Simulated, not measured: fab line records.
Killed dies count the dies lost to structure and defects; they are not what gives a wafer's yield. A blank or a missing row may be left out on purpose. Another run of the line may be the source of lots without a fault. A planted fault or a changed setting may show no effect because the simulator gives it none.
fab line records	flow n5-finfet
record lots=11	wafers=33	last-day=17
route steps=1938 shown BEOL_M11@1599 BEOL_M12@1612
lots with no fault: from the same line, run without faults
start-h: start of the lot's first displayed wafer, in hours after the record's first day	wait-h: hours since the lot's step before	" same as the row above	L1.1+2: a single row standing in for several wafers	- no value, or no start given	* or withheld: withheld	< > ~ a bound
route shown NAME@n: a module of which the file shows steps, and the number in the route of the first	usual: mean/standard deviation of fault-free wafers	same: alike in all rows	chamber/n: place in a boat	sites: readings site by site	_std_site: the values' standard deviation	_edge_site: outer sites' mean less inner sites'	radius-mm: how far each site lies from the wafer's centre	mask NAME#n: copy n	behind: the last tool/chamber to shape the wafer	hold: why the lot was held/for how many hours/how that ended	device: the transistor (n, p or np) that didn't switch	end of line: tests of these same wafers at the route's end	for a step that has no rows: nothing shown but its recipe	killed: at the first sort, the dies lost to defects and structure; wafer yield is something else	map: dies across one wafer; x = killed, . = not, _ = none there
set.NAME: the setting that was run; set.NAME@STEP: the one run at that earlier step	model.NAME: the simulator's own value behind a step, which no gauge read
the route's steps for a sample of lots (tables are steps, rows are wafers)
services: when a tool's chamber went out of use (start-h, in hours from the record's first day, below 0 if earlier), for how many hours, and the reason
## steps
# step N5_BEOL_M11_DEP_56
# recipe material=SiCN	target-thk-a=300	temp-c=withheld	precursor=3MS/NH3	pressure-torr=3	rf-w=675	time-s=10.5
# usual rf-fwd-power-W=667/3.4	showerhead-plenum-p-Torr=4.161/0.013	throttle-valve-pct=18.3/0.79
# same time-s=10.5
lot.wafer	tool	chamber	start-h	wait-h	rf-fwd-power-W	showerhead-plenum-p-Torr	since-wet-clean-h	throttle-valve-pct
L329.2	pecvd-01	1	236.88	0.0	663	4.157	2028	17.6
L329.3	"	0	"	"	663	4.149	1303	19.1
L329.5	"	0	"	"	661	4.139	-	19.1
L331.1	pecvd-01	1	240.10	0.0	660	4.158	2031	17.7
L331.2	"	0	"	"	666	4.148	1306	19.1
L331.5	"	1	"	"	665	4.146	-	17.5
L332.1	pecvd-01	2	256.14	0.0	667	4.175	569	18.5
L332.2	"	1	"	"	664	4.163	2048	17.7
L332.3	"	0	"	"	663	4.141	1323	19.3
L333.2	pecvd-03	0	257.21	0.0	670	4.163	961	19.6
L333.3	"	1	"	"	670	4.171	1686	18.8
L333.6	"	2	"	"	667	4.155	-	17.3
L334.1	pecvd-01	2	266.72	0.0	672	4.170	579	18.4
L334.4	"	0	"	"	666	4.155	-	19.2
L334.5	"	2	"	"	673	4.165	-	18.3
L339.2	pecvd-03	0	295.48	0.0	668	4.164	999	19.8
L339.3	"	1	"	"	671	4.163	1724	18.7
L339.6	"	2	"	"	663	4.146	-	17.6
L346.2	pecvd-03	2	322.16	0.0	665	4.153	271	17.4
L346.3	"	1	"	"	668	4.184	-	18.8
L346.6	"	2	"	"	670	4.145	-	17.3
L349.1	pecvd-03	2	352.61	0.0	670	4.155	302	17.6
L349.2	"	1	"	"	669	4.160	1781	18.7
L349.4	"	2	"	"	672	4.152	-	17.6
L347.1	pecvd-03	1	353.40	0.0	666	4.167	1782	18.7
L347.2	"	2	"	"	669	4.162	303	17.3
L347.5	"	0	"	"	672	4.170	-	19.6
L352.1	pecvd-03	1	369.54	0.0	673	4.167	1798	18.5
L352.4	"	0	"	"	667	4.168	-	19.6
L352.6	"	1	"	"	667	4.167	-	18.8
L351.2	pecvd-01	1	371.33	0.0	660	4.153	2163	17.7
L351.5	"	1	"	"	661	4.152	-	17.6
L351.6	"	0	"	"	661	4.150	-	18.9
# step N5_BEOL_M12_CD_MEAS_10
# recipe target-cd-nm=140	landing-energy-ev=500	detector=se-inlens	polarity=opening
# usual cd-nm=139.9/1.9
lot.wafer	tool	chamber	start-h	wait-h	cd-nm
L329.2	cd-sem-03	0	237.62	-	138.6
L329.3	"	0	"	"	135.6
L329.5	"	0	"	"	139.2
L331.1	cd-sem-01	0	240.78	-	141.1
L331.2	"	0	"	"	137.6
L331.5	"	0	"	"	139.4
L332.1	cd-sem-01	0	257.29	-	139.6
L332.2	"	0	"	"	141.7
L332.3	"	0	"	"	135.7
L333.2	cd-sem-03	0	257.90	-	139.5
L333.3	"	0	"	"	141.7
L333.6	"	0	"	"	137.0
L334.1	cd-sem-02	0	267.28	-	139.1
L334.4	"	0	"	"	143.4
L334.5	"	0	"	"	141.2
L339.2	cd-sem-02	0	296.22	-	142.6
L339.3	"	0	"	"	140.8
L339.6	"	0	"	"	141.5
L346.2	cd-sem-03	0	322.79	-	141.6
L346.3	"	0	"	"	141.1
L346.6	"	0	"	"	137.2
L349.1	cd-sem-03	0	353.29	-	138.7
L349.2	"	0	"	"	140.3
L349.4	"	0	"	"	141.2
L347.1	cd-sem-01	0	354.09	-	142.2
L347.2	"	0	"	"	141.4
L347.5	"	0	"	"	137.7
L352.1	cd-sem-03	0	370.10	-	140.1
L352.4	"	0	"	"	139.3
L352.6	"	0	"	"	139.6
L351.2	cd-sem-03	0	372.02	-	143.5
L351.5	"	0	"	"	139.8
L351.6	"	0	"	"	143.8
# step N5_BEOL_M12_VIA_ETCH_16
# recipe chemistry=C4F8/O2/Ar	target=SiOC	pressure-mtorr=30	source-w=3000	bias-w=700	Ar_flow_sccm=400	C4F8_flow_sccm=15	O2_flow_sccm=8	he-inner-torr=15	he-outer-torr=30	target-depth-a=7248	time-s=withheld	ion-energy-ev=250	ends=cleared
# usual drypump-motor-current-A=5.7/0.34	oes-product-au=0.71/0.092	rf-fwd-power-W=2990/8.9	rf-vpp-V=666/3.5	showerhead-plenum-p-Torr=3.42/0.12	throttle-valve-pct=24.16/0.25
lot.wafer	tool	chamber	start-h	wait-h	drypump-motor-current-A	oes-product-au	rf-fwd-power-W	rf-vpp-V	showerhead-plenum-p-Torr	throttle-valve-pct
L329.2	rie-diel-06	2	237.89	0.0	6.3	0.83	2992	670	3.64	24.09
L329.3	"	3	"	"	5.2	0.65	2981	661	3.25	23.86
L329.5	"	3	"	"	5.2	0.66	2976	661	3.25	23.88
L331.1	rie-diel-02	2	240.96	0.0	5.4	0.62	3006	663	3.36	24.14
L331.2	"	1	"	"	5.9	0.64	2993	667	3.49	24.37
L331.5	"	2	"	"	5.4	0.63	2992	663	3.36	24.13
L332.1	rie-diel-06	2	257.46	0.0	6.3	0.82	2988	670	3.64	24.11
L332.2	"	1	"	"	5.4	0.64	2983	664	3.38	24.58
L332.3	"	0	"	"	5.8	0.65	2989	669	3.52	24.33
L333.2	rie-diel-02	3	258.11	0.1	5.6	0.63	2992	666	3.36	24.67
L333.3	"	3	"	"	5.6	0.64	2975	664	3.37	24.67
L333.6	"	1	"	"	5.9	0.63	2991	668	3.49	24.37
L334.1	rie-diel-06	2	267.46	0.0	6.3	0.81	2991	672	3.64	24.11
L334.4	"	1	"	"	5.4	0.63	2994	663	3.38	24.60
L334.5	"	3	"	"	5.2	0.64	2992	662	3.25	23.88
L339.2	rie-diel-02	1	296.42	0.0	5.9	0.61	3011	669	3.48	24.38
L339.3	"	3	"	"	5.6	0.63	2994	664	3.36	24.70
L339.6	"	3	"	"	5.6	0.62	2988	664	3.36	24.70
L346.2	rie-diel-03	2	322.96	0.0	6.2	0.82	2990	664	3.37	23.84
L346.3	"	1	"	"	5.3	0.59	2991	669	3.48	24.16
L346.6	"	2	"	"	6.2	0.83	2993	665	3.37	23.84
L349.1	rie-diel-06	2	353.61	0.0	6.3	0.76	2979	672	3.62	24.14
L349.2	"	3	"	"	5.2	0.63	2990	660	3.23	23.92
L349.4	"	0	"	"	5.8	0.61	2981	669	3.50	24.39
L347.1	rie-diel-03	2	354.27	0.0	6.1	0.80	2991	665	3.36	23.85
L347.2	"	3	"	"	5.9	0.70	2996	670	3.54	24.04
L347.5	"	2	"	"	6.1	0.79	2991	664	3.36	23.85
L352.1	rie-diel-02	3	370.55	0.0	5.6	0.87	2974	664	3.35	24.48
L352.4	"	0	"	"	5.5	0.81	3002	663	3.35	23.91
L352.6	"	3	"	"	5.6	0.86	2984	664	3.35	24.48
L351.2	rie-diel-06	1	372.85	0.0	5.4	0.84	3003	666	3.37	24.26
L351.5	"	2	"	"	6.3	0.77	2989	670	3.61	24.15
L351.6	"	1	"	"	5.4	0.84	3000	665	3.37	24.24
# step N5_BEOL_M12_COAT_65
# recipe resist=SOC	temp-c=250	time-s=60	spin-rpm=1500	resist-thk-nm=300
# usual chill-plate-temp-C=23.01/0.095	spin-speed-rpm=1500.1/0.73
# same time-s=60
lot.wafer	tool	chamber	start-h	wait-h	chill-plate-temp-C	spin-speed-rpm
L329.2	litho-track-04	0	238.33	0.0	22.85	1500.7
L329.3	"	0	"	"	22.90	1499.4
L329.5	"	0	"	"	22.93	1500.3
L331.1	litho-track-04	0	241.40	0.0	23.14	1500.7
L331.2	"	0	"	"	22.91	1499.9
L331.5	"	0	"	"	23.06	1501.0
L332.1	litho-track-04	0	257.91	0.0	23.09	1500.0
L332.2	"	0	"	"	22.96	1499.4
L332.3	"	0	"	"	23.17	1499.8
L333.2	litho-track-04	0	258.65	0.0	23.02	1457.6
L333.3	"	0	"	"	22.89	1458.1
L333.6	"	0	"	"	22.97	1458.4
L334.1	litho-track-04	0	267.90	0.0	22.85	1458.5
L334.4	"	0	"	"	22.99	1458.2
L334.5	"	0	"	"	22.94	1459.1
L339.2	litho-track-05	0	296.86	0.0	22.89	1500.6
L339.3	"	0	"	"	22.94	1500.3
L339.6	"	0	"	"	22.92	1500.4
L346.2	litho-track-03	0	323.41	0.0	22.98	1501.3
L346.3	"	0	"	"	23.06	1499.4
L346.6	"	0	"	"	22.90	1500.5
L349.1	litho-track-04	0	354.18	0.0	22.94	1500.5
L349.2	"	0	"	"	22.89	1500.1
L349.4	"	0	"	"	22.93	1499.6
L347.1	litho-track-03	0	354.72	0.0	23.02	1499.8
L347.2	"	0	"	"	23.02	1499.9
L347.5	"	0	"	"	22.93	1500.5
L352.1	litho-track-04	0	371.00	0.0	23.09	1500.1
L352.4	"	0	"	"	23.19	1499.9
L352.6	"	0	"	"	23.22	1501.1
L351.2	litho-track-03	0	373.29	0.0	23.19	1500.6
L351.5	"	0	"	"	23.03	1500.0
L351.6	"	0	"	"	22.99	1501.4
## services
tool	chamber	start-h	hours	kind
pecvd-01	0	214.63	5.5	scheduled-down
rie-diel-03	3	225.89	3.9	repair
pecvd-03	1	230.40	2.1	scheduled-down
rie-diel-02	2	241.87	-	clean
rie-diel-02	2	241.87	-	consumable-replace:focus-ring
rie-diel-02	2	241.87	24.2	scheduled-down
rie-diel-02	2	241.87	24.2	vent-cycle
rie-diel-06	2	279.68	6.7	repair
pecvd-01	1	285.45	3.6	repair
pecvd-03	-	288.28	0.2	repair
rie-diel-02	0	290.62	-	clean
rie-diel-02	0	290.62	-	consumable-replace:focus-ring
pecvd-01	2	301.67	5.5	scheduled-down
rie-diel-06	1	303.13	-	clean
rie-diel-06	1	303.13	-	consumable-replace:focus-ring
rie-diel-06	1	303.13	17.1	scheduled-down
rie-diel-06	1	303.13	17.1	vent-cycle
pecvd-03	-	308.06	5.5	pm
pecvd-03	0	320.82	12.4	repair
rie-diel-03	-	355.55	2.2	repair
rie-diel-06	0	368.38	-	clean
rie-diel-06	0	368.38	-	consumable-replace:focus-ring
rie-diel-06	0	368.38	24.9	scheduled-down
rie-diel-06	0	368.38	24.9	vent-cycle
## key
first-sign step=N5_BEOL_M12_COAT_65	reading=spin-speed-rpm	direction=down	sigmas=57	usual=*	struck=*
effect none on later readings
met-at N5_BEOL_M12_COAT_65
struck-lots L333,L334
not-acting-at N5_BEOL_M11_DEP_56,N5_BEOL_M12_CD_MEAS_10,N5_BEOL_M12_VIA_ETCH_16
onset-between 257.91 258.65
fault kind=process-parameter-drift	tool=litho-track-04	chamber=-	onset-h=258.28	steps=N5_BEOL_M12_COAT_65	channel=spin-rpm	offset=*	shape=step	end-h=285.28	acts-in=*	stated=*
